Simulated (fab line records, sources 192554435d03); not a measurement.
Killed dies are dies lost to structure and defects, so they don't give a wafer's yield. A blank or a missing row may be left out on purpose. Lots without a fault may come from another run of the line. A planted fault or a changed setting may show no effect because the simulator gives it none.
fab line records | flow n5_finfet | part 1 of 2: steps 1 to 18 of 32
record lots=5 wafers=15 last_day=16
route steps=1938 shown BEOL_M15@1818 PASS1_DEP@1831 MIM_BOT@1832 MIM_TOP@1834 MIM_TOP_LITHO@1839
lots that met no fault: from a run of the same line without faults
start_h: hours from the record's first day to the start of the lot's first wafer shown | wait_h: hours since the lot's step before | " the same as in the row above | L1.1+2: a row that stands for several wafers | - no value, or no start given | * or withheld: withheld | < > ~ a bound
route shown NAME@n: a module of which the file shows steps, and the number in the route of the first | usual: mean/standard deviation of fault-free wafers | same: alike in all rows | chamber/n: place in a boat | sites: the reading at each site | _std_site: their standard deviation | _edge_site: outer sites' mean less inner sites' | radius_mm: how far each site lies from the wafer's centre | mask NAME#n: copy n | behind: the tool/chamber that last shaped the wafer | hold: why the lot was held/for how many hours/how that ended | device: the transistor (n, p or np) that didn't switch | end of line: the same wafers' tests at the end of the route | a step without rows: its recipe alone | killed: dies lost to structure and defects at the first sort, not the wafer's yield | map: a wafer's dies, x killed, . not, _ none there
set.NAME: the setting as run; set.NAME@STEP: as run at that earlier step | model.NAME: the simulator's own value behind a step, which no gauge read
lots at some steps of the route; a table a step, a row a wafer
services: from which hour (start_h, from the record's first day; less than 0 if before it) a tool's chamber was out of use, for how many hours, and why
## steps
# step N5_BEOL_M15_PRE_CLEAN_42
# recipe gas=H2/He time_s=30 temp_c=300
# usual heater_power_w=442/27
# columns lot.wafer tool chamber start_h wait_h heater_power_w
L079.2 pvd_sputter-01 - 282.27 0.0 449
L079.4 " - " " 443
L079.6 " - " " 414
L083.1 pvd_sputter-01 - 300.26 0.0 452
L083.2 " - " " 465
L083.6 " - " " 465
L087.1 pvd_sputter-02 - 327.33 0.0 407
L087.2 " - " " 449
L087.6 " - " " 404
L089.2 pvd_sputter-01 - 339.83 0.0 475
L089.3 " - " " 425
L089.4 " - " " 437
L095.1 pvd_sputter-01 - 373.91 0.0 421
L095.4 " - " " 465
L095.6 " - " " 452
# step N5_BEOL_M15_SPUTTER_43
# recipe material=TaN target_thk_a=150 temp_c=50 bias_v=168.6 power_w=15000 chamber_pressure_pa=0.12 time_s=24.19
# usual bias_v=168.5/1.7 throttle_valve_pct=29.7/1.3
# columns lot.wafer tool chamber start_h wait_h bias_v throttle_valve_pct
L079.2 pvd_sputter-01 - 282.31 0.0 166.7 31.2
L079.4 " - " " 164.2 30.7
L079.6 " - " " 168.5 28.9
L083.1 pvd_sputter-01 - 300.30 0.0 168.1 31.0
L083.2 " - " " 167.1 30.7
L083.6 " - " " 168.3 30.8
L087.1 pvd_sputter-02 - 327.37 0.0 170.2 26.5
L087.2 " - " " 167.7 28.9
L087.6 " - " " 171.8 26.5
L089.2 pvd_sputter-01 - 339.87 0.0 168.9 29.6
L089.3 " - " " 170.9 29.1
L089.4 " - " " 166.2 31.3
L095.1 pvd_sputter-01 - 373.95 0.0 170.0 29.2
L095.4 " - " " 167.6 29.5
L095.6 " - " " 170.2 31.0
# step N5_BEOL_M15_SPUTTER_44
# recipe material=Ta target_thk_a=150 temp_c=50 bias_v=80 power_w=15000 chamber_pressure_pa=0.07 time_s=24.19
# usual bias_v=80.0/0.83 throttle_valve_pct=29.7/1.3
# columns lot.wafer tool chamber start_h wait_h bias_v throttle_valve_pct
L079.2 pvd_sputter-01 - 282.39 0.0 80.5 31.3
L079.4 " - " " 79.6 30.8
L079.6 " - " " 79.2 28.8
L083.1 pvd_sputter-01 - 300.38 0.0 81.7 31.1
L083.2 " - " " 79.2 30.6
L083.6 " - " " 79.6 30.8
L087.1 pvd_sputter-02 - 327.45 0.0 80.0 27.1
L087.2 " - " " 79.1 28.9
L087.6 " - " " 78.6 26.6
L089.2 pvd_sputter-01 - 339.95 0.0 80.7 29.3
L089.3 " - " " 79.6 29.0
L089.4 " - " " 80.6 31.3
L095.1 pvd_sputter-01 - 374.03 0.0 80.6 29.4
L095.4 " - " " 79.7 29.4
L095.6 " - " " 80.3 31.1
# step N5_BEOL_M15_SPUTTER_45
# recipe material=Cu target_thk_a=1000 temp_c=-20 bias_v=60 power_w=26000 chamber_pressure_pa=0.13 time_s=16.67
# usual bias_v=60.0/0.59 throttle_valve_pct=29.7/1.3
# columns lot.wafer tool chamber start_h wait_h bias_v throttle_valve_pct
L079.2 pvd_sputter-01 - 282.47 0.0 60.5 31.3
L079.4 " - " " 60.4 30.8
L079.6 " - " " 60.1 29.0
L083.1 pvd_sputter-01 - 300.46 0.0 59.5 30.9
L083.2 " - " " 60.0 30.8
L083.6 " - " " 60.2 30.8
L087.1 pvd_sputter-02 - 327.53 0.0 60.6 27.0
L087.2 " - " " 61.0 29.1
L087.6 " - " " 59.7 26.6
L089.2 pvd_sputter-01 - 340.03 0.0 59.7 29.3
L089.3 " - " " 60.3 29.2
L089.4 " - " " 60.8 31.4
L095.1 pvd_sputter-01 - 374.11 0.0 59.8 29.0
L095.4 " - " " 60.0 29.3
L095.6 " - " " 59.6 31.4
# step N5_BEOL_M15_ECD_47
# recipe material=Cu target_thk_a=18600
# columns lot.wafer tool chamber start_h wait_h
L079.2+4+6 ecd_cu-02 0 282.58 0.1
L083.1+2+6 ecd_cu-01 0,1,0 300.57 0.1
L087.1+2+6 ecd_cu-02 0,1,1 327.65 0.1
L089.2+3+4 ecd_cu-01 0,0,1 340.14 0.1
L095.1+4+6 ecd_cu-01 1 374.23 0.1
# step N5_BEOL_M15_ANNEAL_48
# recipe temp_c=225 time_s=90 ambient=N2
# usual wafer_temp_C_max=226.0/0.46
# columns lot.wafer tool chamber start_h wait_h wafer_temp_C_max
L079.2 rtp_anneal-01 0 282.87 0.2 226.6
L079.4 " 0 " " 226.5
L079.6 " 0 " " 226.7
L083.1 rtp_anneal-02 0 300.82 0.2 226.1
L083.2 " 0 " " 225.6
L083.6 " 0 " " 225.8
L087.1 rtp_anneal-02 0 327.99 0.3 225.3
L087.2 " 0 " " 225.3
L087.6 " 0 " " 225.2
L089.2 rtp_anneal-01 0 340.87 0.7 226.8
L089.3 " 0 " " 226.5
L089.4 " 0 " " 226.7
L095.1 rtp_anneal-02 0 374.47 0.2 225.5
L095.4 " 0 " " 225.7
L095.6 " 0 " " 225.3
# step N5_BEOL_M15_CMP_49
# recipe stop_on=SiO2 t_overpolish_s=4.9 down_force_psi=2 platen_rpm=80 clearing_platen_down_force_psi=2 clearing_platen_rpm=80 post_cmp_clean=cu_alkaline target_thk_nm=850 clearing_platen_pad_velocity_m_s=1.5917 pad_velocity_m_s=1.5917
# usual barrier_field_endpoint_s=11.34/0.27 motor_current_A=8.3/0.74 overpolish_run_s=4.899/0.0093 pad_life_wafers=1335/400
# columns lot.wafer tool chamber start_h wait_h barrier_field_endpoint_s motor_current_A overpolish_run_s pad_life_wafers
L079.4 cmp-01 3 283.12 0.1 11.04 8.0 4.926 1452
L079.2 " 1 " " 11.52 8.1 4.906 1454
L079.6 " 0 " " 11.66 8.3 4.909 -
L083.2 cmp-04 0 301.15 0.2 11.42 9.4 4.903 919
L083.1 " 2 " " 11.44 7.6 4.889 921
L083.6 " 0 " " 11.55 9.5 4.894 -
L087.1 cmp-04 1 328.38 0.3 11.54 7.4 4.890 1142
L087.2 " 2 " " 11.66 8.0 4.902 1143
L087.6 " 0 " " 11.72 9.2 4.896 -
L089.4 cmp-04 1 341.16 0.2 11.02 7.2 4.899 1243
L089.3 " 2 " " 11.03 7.9 4.901 1244
L089.2 " 3 " " 10.81 9.5 4.889 1245
L095.4 cmp-02 1 374.81 0.2 11.54 8.8 4.899 1939
L095.1 " 2 " " 11.53 7.8 4.895 1940
L095.6 " 0 " " 11.30 8.4 4.886 -
# step N5_BEOL_M15_THK_MEAS_50
# recipe thk_meas_gauge=xrf reads=Cu_of_BEOL_M15_ECD_47
# usual M15_THK=809/19
# columns lot.wafer tool chamber start_h wait_h M15_THK[nm]
L079.2 film_metro-01 - 283.42 - 821
L079.4 " - " " 809
L079.6 " - " " 817
L083.1 film_metro-01 - 301.41 - 811
L083.2 " - " " 844
L083.6 " - " " 839
L087.1 film_metro-02 - 328.60 - 826
L087.2 " - " " 794
L087.6 " - " " 793
L089.2 film_metro-01 - 341.42 - 825
L089.3 " - " " 782
L089.4 " - " " 774
L095.1 film_metro-01 - 375.07 - 836
L095.4 " - " " 791
L095.6 " - " " 794
# step N5_BEOL_M15_PRE_CLEAN_52
# recipe gas=NH3 time_s=15 temp_c=withheld rf_power_w=300
# columns lot.wafer tool chamber start_h wait_h
L079.2+4+6 pecvd-02 1,2,1 283.46 0.0
L083.1+2+6 pecvd-01 2,1,2 301.44 0.0
L087.1+2+6 pecvd-04 2,0,0 328.63 0.0
L089.2+3+4 pecvd-02 1,2,1 341.46 0.0
L095.1+4+6 pecvd-01 1,0,1 375.13 0.1
# step N5_BEOL_M15_DEP_53
# recipe material=SiCN target_thk_a=500 temp_c=withheld precursor=3MS/NH3 pressure_torr=3 rf_w=675 time_s=17.8
# usual showerhead_plenum_p_Torr=4.151/0.014 showerhead_vpp_V=1576/69 throttle_valve_pct=18.1/1.6
# columns lot.wafer tool chamber start_h wait_h showerhead_plenum_p_Torr showerhead_vpp_V throttle_valve_pct
L079.2 pecvd-02 1 283.48 0.0 4.151 1596 18.9
L079.4 " 2 " " 4.151 1578 16.5
L079.6 " 1 " " 4.167 1611 18.9
L083.1 pecvd-01 2 301.47 0.0 4.167 1491 15.8
L083.2 " 1 " " 4.142 1665 20.5
L083.6 " 2 " " 4.165 1464 15.7
L087.1 pecvd-04 2 328.66 0.0 4.170 1630 17.8
L087.2 " 0 " " 4.129 1591 19.1
L087.6 " 0 " " 4.141 1549 19.0
L089.2 pecvd-02 1 341.48 0.0 4.169 1597 19.2
L089.3 " 2 " " 4.151 1567 16.9
L089.4 " 1 " " 4.175 1620 18.8
L095.1 pecvd-01 1 375.16 0.0 4.137 1674 20.5
L095.4 " 0 " " 4.138 1611 16.5
L095.6 " 1 " " 4.142 1679 20.7
# step N5_BEOL_M15_RS_MEAS_54
# recipe thk_meas_gauge=four-point-probe reads=Cu_of_BEOL_M15_ECD_47+Ta_of_BEOL_M15_SPUTTER_44+TaN_of_BEOL_M15_SPUTTER_43
# usual M15_RS=0.0217/0.0005
# columns lot.wafer tool chamber start_h wait_h M15_RS[ohm/sq]
L079.2 film_metro-01 - 283.55 0.1 0.0215
L079.4 " - " " 0.0217
L079.6 " - " " 0.0215
L083.1 film_metro-02 - 301.54 0.0 0.0218
L083.2 " - " " 0.0211
L083.6 " - " " 0.0212
L087.1 film_metro-01 - 328.73 0.0 0.0211
L087.2 " - " " 0.0220
L087.6 " - " " 0.0221
L089.2 film_metro-02 - 341.55 0.1 0.0213
L089.3 " - " " 0.0224
L089.4 " - " " 0.0226
L095.1 film_metro-02 - 375.22 0.0 0.0208
L095.4 " - " " 0.0223
L095.6 " - " " 0.0222
# step N5_BEOL_M15_INSPECT_55
# recipe inspect_instrument=darkfield mode=post_dep
# usual raw_defect_count=81/25
# columns lot.wafer tool chamber start_h wait_h raw_defect_count
L079.2 defect_inspect-01 - 283.57 0.0 62
L079.4 " - " " 96
L079.6 " - " " 52
L083.1 defect_inspect-02 - 301.56 0.0 74
L083.2 " - " " 65
L083.6 " - " " 75
L087.1 defect_inspect-02 - 328.75 0.0 107
L087.2 " - " " 81
L087.6 " - " " 115
L089.2 defect_inspect-02 - 341.58 0.0 114
L089.3 " - " " 91
L089.4 " - " " 92
L095.1 defect_inspect-01 - 375.25 0.0 48
L095.4 " - " " 40
L095.6 " - " " 82
# step N5_BEOL_M15_RC_MEAS_101
# usual COMB_M10=1.41e-11/2.6e-12 COMB_M11=1.4e-11/3.1e-12 COMB_M12=5.7e-12/1.2e-12 COMB_M13=4.6e-12/1.2e-12 COMB_M14=3.2e-12/8.4e-13 COMB_M15=2.2e-12/6.9e-13 COMB_M5=3.5e-11/6.2e-12 COMB_M6=2.6e-11/5.6e-12 COMB_M7=2.5e-11/5.2e-12 COMB_M8=2.5e-11/6.1e-12 COMB_M9=1.4e-11/3.4e-12 SERP_M10=3.08/0.081 SERP_M11=3.14/0.11 SERP_M12=0.639/0.016 SERP_M13=0.312/0.008 SERP_M14=0.160/0.0037 SERP_M5=39.9/1.9 SERP_M6=14.1/0.49 SERP_M7=14.2/0.62 SERP_M8=14.0/0.58 SERP_M9=3.11/0.091 SERP_M9_max_site=3.20/0.096
# columns lot.wafer tool chamber start_h wait_h COMB_M10[S/m] COMB_M11[S/m] COMB_M12[S/m] COMB_M13[S/m] COMB_M14[S/m] COMB_M15[S/m] COMB_M5[S/m] COMB_M6[S/m] COMB_M7[S/m] COMB_M8[S/m] COMB_M9[S/m] SERP_M10[ohm/um] SERP_M11[ohm/um] SERP_M12[ohm/um] SERP_M13[ohm/um] SERP_M14[ohm/um] SERP_M5[ohm/um] SERP_M6[ohm/um] SERP_M7[ohm/um] SERP_M8[ohm/um] SERP_M9[ohm/um] SERP_M9_max_site[ohm/um]
L079.2 prober-02 0 283.75 0.2 1.44e-11 1.1e-11 4.8e-12 3.6e-12 2.8e-12 1.9e-12 3e-11 3.2e-11 2.4e-11 2.9e-11 1.3e-11 3.01 3.12 0.639 0.299 0.162 37.4 13.4 13.7 13.5 3.15 3.23
L079.4 " 0 " " 1.14e-11 8e-12 5.2e-12 5.7e-12 3.3e-12 1.7e-12 2.9e-11 2.3e-11 3.6e-11 1.7e-11 1.4e-11 2.99 3.17 0.651 0.307 0.160 38.8 13.5 13.1 13.5 3.12 3.26
L079.6 " 0 " " 1.31e-11 1.6e-11 4.2e-12 4.3e-12 2.1e-12 1.7e-12 3.2e-11 2.2e-11 2.5e-11 2.2e-11 1.3e-11 2.94 3.13 0.625 0.318 0.162 37.4 13.7 14.5 14.3 3.15 3.27
L083.1 prober-01 0 301.59 0.0 1.04e-11 1.2e-11 5.8e-12 3.3e-12 3.1e-12 1.6e-12 3.6e-11 2.5e-11 2e-11 2.7e-11 1.3e-11 3.06 3.25 0.627 0.305 0.162 39.2 13.9 14.1 13.8 3.01 3.11
L083.2 " 0 " " 1.26e-11 1.1e-11 6.4e-12 3.2e-12 2.8e-12 1.4e-12 2.9e-11 2.6e-11 1.6e-11 2.4e-11 1.4e-11 3.11 3.29 0.631 0.295 0.160 37.4 13.9 13.8 14.0 3.20 3.23
L083.6 " 0 " " 1.48e-11 1.4e-11 7.8e-12 3.2e-12 3.4e-12 2.1e-12 3.6e-11 2.2e-11 1.9e-11 3.1e-11 1.1e-11 3.03 2.87 0.673 0.316 0.166 38.7 13.4 13.7 13.7 3.15 3.18
L087.1 prober-01 0 328.78 0.0 1.09e-11 1.2e-11 5.4e-12 3.8e-12 4.1e-12 1e-12 3.6e-11 2.1e-11 1.7e-11 3.2e-11 1.1e-11 3.03 3.11 0.621 0.322 0.162 39.2 13.8 15.5 13.8 3.10 3.23
L087.2 " 0 " " 7.8e-12 1.3e-11 6.2e-12 4e-12 4e-12 1e-12 3.5e-11 2.6e-11 2.1e-11 4e-11 2.2e-11 2.99 3.14 0.640 0.316 0.162 41.0 14.8 14.6 14.4 3.05 3.15
L087.6 " 0 " " 1.35e-11 1.2e-11 4.2e-12 4.2e-12 3.7e-12 1.2e-12 2.6e-11 2.2e-11 2.7e-11 3.2e-11 1.2e-11 3.01 3.11 0.624 0.324 0.161 40.3 15.3 13.5 14.5 2.98 3.10
L089.2 prober-02 0 341.76 0.2 1.4e-11 1.6e-11 7.3e-12 4.6e-12 3.1e-12 3.4e-12 3.4e-11 2.9e-11 3.6e-11 1.6e-11 1.2e-11 3.02 3.09 0.630 0.303 0.158 41.0 13.5 14.2 14.1 2.97 3.10
L089.3 " 0 " " 1.49e-11 2.1e-11 5.3e-12 5.5e-12 2.8e-12 2.6e-12 3.5e-11 2.6e-11 3.8e-11 2e-11 1.6e-11 3.07 3.05 0.616 0.313 0.156 38.8 13.3 13.9 14.0 3.11 3.19
L089.4 " 0 " " 1.05e-11 1.3e-11 5.1e-12 4.2e-12 3.9e-12 2.8e-12 3.4e-11 2.7e-11 2.5e-11 2.6e-11 1.3e-11 3.12 3.20 0.635 0.311 0.166 35.7 13.7 14.5 13.8 3.05 3.16
L095.1 prober-01 0 375.58 0.3 1.4e-11 1.4e-11 5.9e-12 5e-12 2.2e-12 8e-13 3.6e-11 1.7e-11 2.7e-11 3.9e-11 1.4e-11 2.98 3.29 0.641 0.310 0.158 41.6 14.0 13.4 12.7 3.24 3.27
L095.4 " 0 " " 1.32e-11 1e-11 4.5e-12 4.8e-12 2e-12 1.9e-12 3.2e-11 2.1e-11 2.3e-11 2.5e-11 2.1e-11 3.13 3.28 0.638 0.315 0.159 40.9 13.5 15.2 13.4 3.12 3.17
L095.6 " 0 " " 1.22e-11 1.3e-11 4.1e-12 5.2e-12 2.4e-12 1.5e-12 2.5e-11 2.4e-11 1.9e-11 2.6e-11 2e-11 3.09 3.27 0.651 0.320 0.158 40.1 14.0 14.8 13.9 3.02 3.09
# step N5_PASSIVATION_PECVD_00
# recipe material=SiO2 target_thk_a=2000 temp_c=400 precursor=SiH4/N2O pressure_torr=2.7 rf_w=608 time_s=11.2
# usual heater_power_outer_w=424/67 heater_power_w=720/100 showerhead_plenum_p_Torr=8.12/0.054 showerhead_vpp_V=1505/63 throttle_valve_pct=51/3.6
# columns lot.wafer tool chamber start_h wait_h heater_power_outer_w heater_power_w showerhead_plenum_p_Torr showerhead_vpp_V throttle_valve_pct
L079.2 pecvd-03 2 284.56 0.7 279 460 8.17 1518 52
L079.4 " 0 " " 454 728 8.13 1453 51
L079.6 " 1 " " 488 804 8.08 1544 47
L083.1 pecvd-01 0 302.56 0.8 379 708 8.08 1541 47
L083.2 " 1 " " 292 580 8.07 1599 59
L083.6 " 0 " " 389 722 8.05 1524 47
L087.1 pecvd-01 1 329.74 0.8 370 703 8.07 1567 59
L087.2 " 0 " " 418 762 8.05 1534 48
L087.6 " 0 " " 417 750 8.06 1506 47
L089.2 pecvd-03 1 342.57 0.7 441 760 8.07 1589 47
L089.3 " 2 " " 329 548 8.15 1563 52
L089.4 " 0 " " 429 702 8.14 1449 51
L095.1 pecvd-03 2 376.54 0.8 324 542 8.14 1562 53
L095.4 " 1 " " 367 654 8.08 1582 47
L095.6 " 0 " " 486 745 8.16 1449 51
# step N5_MIM_BOT_DEGAS_01
# recipe ambient=vacuum temp_c=300 time_s=60
# usual heater_power_w=447/33
# columns lot.wafer tool chamber start_h wait_h heater_power_w
L079.2 pvd_sputter-01 - 285.05 0.5 460
L079.4 " - " " 456
L079.6 " - " " 463
L083.1 pvd_sputter-01 - 304.23 1.7 461
L083.2 " - " " 448
L083.6 " - " " 469
L087.1 pvd_sputter-03 - 330.34 0.6 478
L087.2 " - " " 517
L087.6 " - " " 405
L089.2 pvd_sputter-01 - 342.63 0.0 422
L089.3 " - " " 458
L089.4 " - " " 459
L095.1 pvd_sputter-03 - 377.40 0.8 493
L095.4 " - " " 403
L095.6 " - " " 449
# step N5_MIM_BOT_SPUTTER_00
# recipe material=TiN target_thk_a=350 temp_c=200 power_w=3000 chamber_pressure_pa=0.49996 gas=Ar reactive_partial_pa=0.37997 time_s=89.7
# usual throttle_valve_pct=29.8/1.3
# columns lot.wafer tool chamber start_h wait_h throttle_valve_pct
L079.2 pvd_sputter-01 - 285.09 0.0 29.2
L079.4 " - " " 30.6
L079.6 " - " " 29.3
L083.1 pvd_sputter-01 - 304.27 0.0 29.5
L083.2 " - " " 30.7
L083.6 " - " " 29.2
L087.1 pvd_sputter-03 - 330.38 0.0 31.8
L087.2 " - " " 30.4
L087.6 " - " " 30.0
L089.2 pvd_sputter-01 - 342.67 0.0 29.0
L089.3 " - " " 30.8
L089.4 " - " " 31.1
L095.1 pvd_sputter-03 - 377.44 0.0 31.9
L095.4 " - " " 30.1
L095.6 " - " " 30.2
# step N5_MIM_TOP_ALD_00
# recipe material=Al2O3 target_thk_a=* temp_c=withheld ald_precursor_family=TMA ald_co_reactant=O3 pulse_time_s=withheld purge_time_s=3 co_reactant_purge_time_s=withheld co_reactant_pulse_time_s=3 ald_cycles=withheld
# usual precursor_pulse_height_rel=0.994/0.02
# columns lot.wafer tool chamber start_h wait_h precursor_pulse_height_rel
L079.2 ald_hk-01 1 285.19 0.1 1.005
L079.4 " 2 " " 0.971
L079.6 " 1 " " 0.993
L083.1 ald_hk-01 2 304.37 0.1 1.013
L083.2 " 3 " " 0.998
L083.6 " 2 " " 0.996
L087.1 ald_hk-02 2 330.48 0.1 0.979
L087.2 " 3 " " 0.965
L087.6 " 0 " " 0.994
L089.2 ald_hk-03 3 342.77 0.1 0.998
L089.3 " 0 " " 0.967
L089.4 " 1 " " 1.015
L095.1 ald_hk-03 3 377.54 0.1 0.988
L095.4 " 2 " " 0.998
L095.6 " 2 " " 1.030
# step N5_MIM_TOP_ALD_01
# recipe material=HfO2 target_thk_a=56 temp_c=withheld ald_precursor_family=Hf-amide ald_co_reactant=O3 pulse_time_s=1 purge_time_s=3 co_reactant_purge_time_s=2 co_reactant_pulse_time_s=3 ald_cycles=62
# usual precursor_pulse_height_rel=1.000/0.018
# same co_reactant_pulse_time_s=3
# columns lot.wafer tool chamber start_h wait_h precursor_pulse_height_rel
L079.2 ald_hk-01 1 - - 1.013
L079.4 " 2 " " 1.022
L079.6 " 1 " " 1.001
L083.1 ald_hk-01 2 - - 0.978
L083.2 " 3 " " 0.996
L083.6 " 2 " " 1.000
L087.1 ald_hk-02 2 - - 0.975
L087.2 " 3 " " 1.004
L087.6 " 0 " " 0.970
L089.2 ald_hk-03 3 - - 0.990
L089.3 " 0 " " 0.997
L089.4 " 1 " " 0.999
L095.1 ald_hk-03 3 - - 0.999
L095.4 " 2 " " 1.034
L095.6 " 2 " " 0.984
